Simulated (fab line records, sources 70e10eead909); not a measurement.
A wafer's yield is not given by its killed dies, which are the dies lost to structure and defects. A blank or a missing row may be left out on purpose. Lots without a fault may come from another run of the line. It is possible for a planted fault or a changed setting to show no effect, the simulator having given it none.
Chamber matching    flow nandHarc    NHARC_A_DECK1_JOINT_CMP_13 on cmp-01 has 4 sister chambers
The step polishes, target thk 51.023 nm. 4 wafers are shown with their chamber, then 8 later ones without.

== WAFERS WITH THEIR CHAMBER ==
wafer   chamber  motorCurrentA (A)
L081.1  0        14.2
L086.4  2        11.4
L086.5  1        10.1
L090.1  3        12.5

== WAFERS WITHOUT THEIR CHAMBER ==
wafer   motorCurrentA (A)
L090.3  13.7
L090.5  11.5
L095.1  11.5
L095.4  13.8
L095.6  13.1
L097.2  10.0
L097.3  12.8
L097.4  13.5

== WHICH CHAMBER EACH ONE RAN IN ==
wafer   from the rows above      in truth
L090.3  can't be placed: 0 or 3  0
L090.5  2                        2
L095.1  2                        2
L095.4  0                        0
L095.6  can't be placed: 3 or 0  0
L097.2  1                        1
L097.3  3                        3
L097.4  can't be placed: 0 or 3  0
Correct placement for 5 of the 8. Cannot be placed on the basis of these rows: 3; the candidates contain the true chamber in 3. Wrongly placed: 0.
How it was worked out, from the rows above alone: a wafer's distance from a chamber is the root of the sum, over the readings, of the square of ((its reading less the chamber's mean) divided by the reading's scatter). If the next closest chamber is less than 2 further off than the closest, the wafer can't be placed; otherwise it belongs to the closest. A chamber's mean is the mean of its shown wafers. The scatter: with one shown wafer a chamber, the root of the mean of the squares of how far each hidden wafer lies from its nearest shown one.
